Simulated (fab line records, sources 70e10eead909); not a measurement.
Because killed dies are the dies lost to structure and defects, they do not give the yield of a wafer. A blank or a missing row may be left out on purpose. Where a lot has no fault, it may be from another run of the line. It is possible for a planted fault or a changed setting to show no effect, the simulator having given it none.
Matching of chambers || flow nandHarc || NHARC_A_M1_DESCUM_14 on rieDiel-08: 4 sister chambers
The step chemistry O2, time 3 s. 8 wafers are shown with their chamber, then 7 later ones without.

WAFERS, EACH WITH ITS CHAMBER
{"wafer": "L080.3", "chamber": 3, "drypumpMotorCurrentA (A)": 6.38, "oesProductAu (a.u.)": 0.973}
{"wafer": "L080.5", "chamber": 1, "drypumpMotorCurrentA (A)": 5.67, "oesProductAu (a.u.)": 0.983}
{"wafer": "L087.4", "chamber": 0, "drypumpMotorCurrentA (A)": 5.60, "oesProductAu (a.u.)": 1.009}
{"wafer": "L086.1", "chamber": 2, "drypumpMotorCurrentA (A)": 5.59, "oesProductAu (a.u.)": 0.996}
{"wafer": "L086.4", "chamber": 3, "drypumpMotorCurrentA (A)": 6.36, "oesProductAu (a.u.)": 0.990}
{"wafer": "L086.6", "chamber": 1, "drypumpMotorCurrentA (A)": 5.62, "oesProductAu (a.u.)": 0.988}
{"wafer": "L088.1", "chamber": 0, "drypumpMotorCurrentA (A)": 5.61, "oesProductAu (a.u.)": 1.006}
{"wafer": "L088.4", "chamber": 2, "drypumpMotorCurrentA (A)": 5.57, "oesProductAu (a.u.)": 1.005}

WAFERS MISSING THEIR CHAMBER
{"wafer": "L088.6", "drypumpMotorCurrentA (A)": 5.58, "oesProductAu (a.u.)": 0.996}
{"wafer": "L089.4", "drypumpMotorCurrentA (A)": 5.57, "oesProductAu (a.u.)": 1.008}
{"wafer": "L089.5", "drypumpMotorCurrentA (A)": 5.59, "oesProductAu (a.u.)": 1.002}
{"wafer": "L089.6", "drypumpMotorCurrentA (A)": 5.61, "oesProductAu (a.u.)": 0.998}
{"wafer": "L097.1", "drypumpMotorCurrentA (A)": 5.61, "oesProductAu (a.u.)": 0.984}
{"wafer": "L097.3", "drypumpMotorCurrentA (A)": 5.62, "oesProductAu (a.u.)": 0.985}
{"wafer": "L097.4", "drypumpMotorCurrentA (A)": 5.54, "oesProductAu (a.u.)": 0.981}

CHAMBER TAKEN BY EACH
{"wafer": "L088.6", "from the rows above": "can't be placed: 2 or 0", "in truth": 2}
{"wafer": "L089.4", "from the rows above": "can't be placed: 2 or 0", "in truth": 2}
{"wafer": "L089.5", "from the rows above": "can't be placed: 2 or 0", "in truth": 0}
{"wafer": "L089.6", "from the rows above": "can't be placed: 0 or 2 or 1", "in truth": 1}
{"wafer": "L097.1", "from the rows above": "can't be placed: 1 or 2 or 0", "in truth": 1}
{"wafer": "L097.3", "from the rows above": "can't be placed: 1 or 2", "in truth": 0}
{"wafer": "L097.4", "from the rows above": "can't be placed: 2 or 0 or 1", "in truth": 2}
Correct placement for 0 of the 7. From these rows, 7 cannot be placed; in 6 the true chamber is one of the candidates. Number placed wrongly: 0.
How it was worked out, from the rows above alone: a wafer's distance from a chamber is the root of the sum, over the readings, of the square of ((its reading less the chamber's mean) divided by the reading's scatter). The wafer belongs to the nearest chamber; if the next one is less than 2 further off, it can't be placed. A chamber's mean is the mean of its shown wafers. The scatter is the square root of a quotient: the sum, over the shown wafers, of each reading's squared deviation from its chamber's mean, divided by wafers minus chambers.
